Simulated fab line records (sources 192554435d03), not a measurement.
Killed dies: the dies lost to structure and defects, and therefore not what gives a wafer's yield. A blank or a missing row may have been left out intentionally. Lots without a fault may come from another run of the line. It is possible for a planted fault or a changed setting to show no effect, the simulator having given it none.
Comparing a struck lot with a sound one :: flow n5_finfet :: 16 out of 1938 route steps
Sound: wafers L436.2, L436.3, L436.5. Wafers L438.4, L438.5, L438.6 were the ones struck. The cause is named last.
At each step with rows: each side's tool, then ch and its chambers, then its first start. Under that, the readings that differ: sound wafers :: struck wafers :: difference of the means :: sigmas: that difference in standard deviations of wafers without a fault.
alike: words and numbers the same on both sides, and readings whose means are apart by under 2 such deviations; not compared: readings that were withheld, readings missing a value for some wafer, numbers with overlapping values and no deviation given by the record, and bounds like >300 which may hide the same value.
Wherever a step has rows on one side only, a row that says differs or no value, or a row with sigmas, the two part there. When numbers do not overlap yet have no deviation, they are printed without sigmas and do not part them. A reading that every wafer of one side lacks parts them only if that side has two wafers or more.

first, 1 step without rows for these wafers: N5_BEOL_M2_SPUTTER_81 (material Cu, target thk 4.5 nm, time 8.29 s).
N5_BEOL_M2_ANNEAL_82: time 240 s.
  sound on pvd_sputter-02, day 10 17:34; struck on pvd_sputter-03, day 10 21:32
  alike: heater_power_w
then, 6 steps without rows for these wafers: N5_BEOL_M2_SPUTTER_86 (material Cu, target thk 4.5 nm, time 8.29 s); N5_BEOL_M2_ANNEAL_87 (time 240 s); N5_BEOL_M2_SPUTTER_88 (material Cu, target thk 4.5 nm, time 8.29 s); N5_BEOL_M2_ANNEAL_89 (time 240 s); N5_BEOL_M2_SPUTTER_90 (material Cu, target thk 4.5 nm, time 8.29 s); N5_BEOL_M2_ANNEAL_91 (time 240 s).
N5_BEOL_M2_SPUTTER_92: material Cu, target thk 4.5 nm, time 8.29 s.
  sound on pvd_sputter-02, day 10 18:22; struck on pvd_sputter-03, day 10 22:20
  alike: chamber_pressure_pa, chuck_gas_flow_sccm, throttle_valve_pct
N5_BEOL_M2_ANNEAL_93: time 240 s.
  sound on pvd_sputter-02, day 10 18:27; struck on pvd_sputter-03, day 10 22:25
  alike: heater_power_w
N5_BEOL_M2_SPUTTER_94: material Cu, target thk 4.5 nm, time 8.29 s.
  sound on pvd_sputter-02, day 10 18:35; struck on pvd_sputter-03, day 10 22:33
  alike: chamber_pressure_pa, chuck_gas_flow_sccm, throttle_valve_pct
N5_BEOL_M2_ANNEAL_95: time 240 s.
  sound on pvd_sputter-02, day 10 18:40; struck on pvd_sputter-03, day 10 22:38
  alike: heater_power_w
N5_BEOL_M2_SPUTTER_96: material Cu, target thk 4.5 nm, time 8.29 s.
  sound on pvd_sputter-02, day 10 18:49; struck on pvd_sputter-03, day 10 22:46
  no value came back on the struck wafers for chamber_pressure_pa (Pa), chuck_gas_flow_sccm (sccm), throttle_valve_pct (%), time_s (s); on the sound wafers chamber_pressure_pa (Pa) reads 0.06997 0.06998 0.06993
then, 1 step without rows for these wafers: N5_BEOL_M2_ECD_50 (material Cu, target thk 300 nm).
N5_BEOL_M4_RC_MEAS_101:
  sound on prober-02 ch 0, day 11 20:56; struck on prober-02 ch 0, day 12 02:07
reading: IOFF_P (nA/um)
sound: 0.255 0.272 0.238
struck: 0.187 0.221 0.179
difference: -0.059
sigmas: -2
  alike: DIBL_N, DIBL_P, IOFF_N, ION_N, ION_P, SS_N, SS_P, VT_N, VT_P
-- the record jumps here: 4 days lie between the struck wafers' starts before and after (it left off in module BEOL_M4 and takes up again in module PASSIVATION, whose first step shown is number 1936 of the route) --
N5_PASSIVATION_PROBE_49:
  the record has rows for the struck wafers here (prober-01, day 16 11:55) and none for the sound ones

== WHERE THEY PART ==
First at N5_BEOL_M2_SPUTTER_96; last, within this record, at N5_PASSIVATION_PROBE_49.

WHY: whatever the simulator had introduced
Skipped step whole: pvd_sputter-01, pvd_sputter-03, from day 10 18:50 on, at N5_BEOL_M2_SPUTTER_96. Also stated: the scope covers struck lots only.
